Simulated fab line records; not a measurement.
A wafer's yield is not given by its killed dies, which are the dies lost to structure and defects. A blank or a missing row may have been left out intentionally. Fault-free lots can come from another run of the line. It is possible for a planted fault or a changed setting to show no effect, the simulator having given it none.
Matching of chambers	flow n5_finfet	N5_BEOL_M1_CO_CAP_55 on cvd_co-01: 3 sister chambers
The step material Co, precursor CCTBA/H2, target thk 2 nm, time 102.1 s. 16 wafers are shown with their chamber, then 8 later ones without.

EACH WAFER AND ITS CHAMBER
wafer	chamber	heater_power_w (W)
L656.2	0	261
L656.4	0	260
L656.5	1	215
L661.1	1	210
L661.2	2	253
L661.4	2	253
L663.3	0	259
L663.5	1	216
L663.6	2	248
L669.1	1	218
L669.3	2	256
L669.6	1	213
L670.2	2	255
L670.3	0	261
L670.5	0	260
L671.4	1	219

SIGNATURES (means of the wafers above)
reading	chamber 0	chamber 1	chamber 2	scatter within a chamber
heater_power_w	260.20	215.17	253.00	2.71
Rule: for each reading, subtract the chamber's mean from the wafer's reading, divide by that reading's scatter and square the result; add these up over the readings and take the root, which gives the wafer's distance from the chamber. If the next closest chamber is less than 2 further off than the closest, the wafer can't be placed; otherwise it belongs to the closest. The scatter: take each reading less its chamber's mean, square it, sum over the shown wafers, divide by the number of wafers less the number of chambers, and take the root.

WAFERS WITHOUT THEIR CHAMBER
wafer	heater_power_w (W)
L671.5	262
L671.6	260
L674.1	257
L674.2	209
L674.6	213
L677.1	255
L677.2	262
L677.4	256

THE CHAMBER EACH PASSED THROUGH
wafer	from the rows above	in truth
L671.5	0	0
L671.6	0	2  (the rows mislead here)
L674.1	can't be placed: 0 or 2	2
L674.2	1	1
L674.6	1	1
L677.1	can't be placed: 2 or 0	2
L677.2	0	0
L677.4	can't be placed: 2 or 0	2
Correct placement for 4 of the 8. Cannot be placed on the basis of these rows: 3; the candidates contain the true chamber in 3. Placed wrongly: 1.
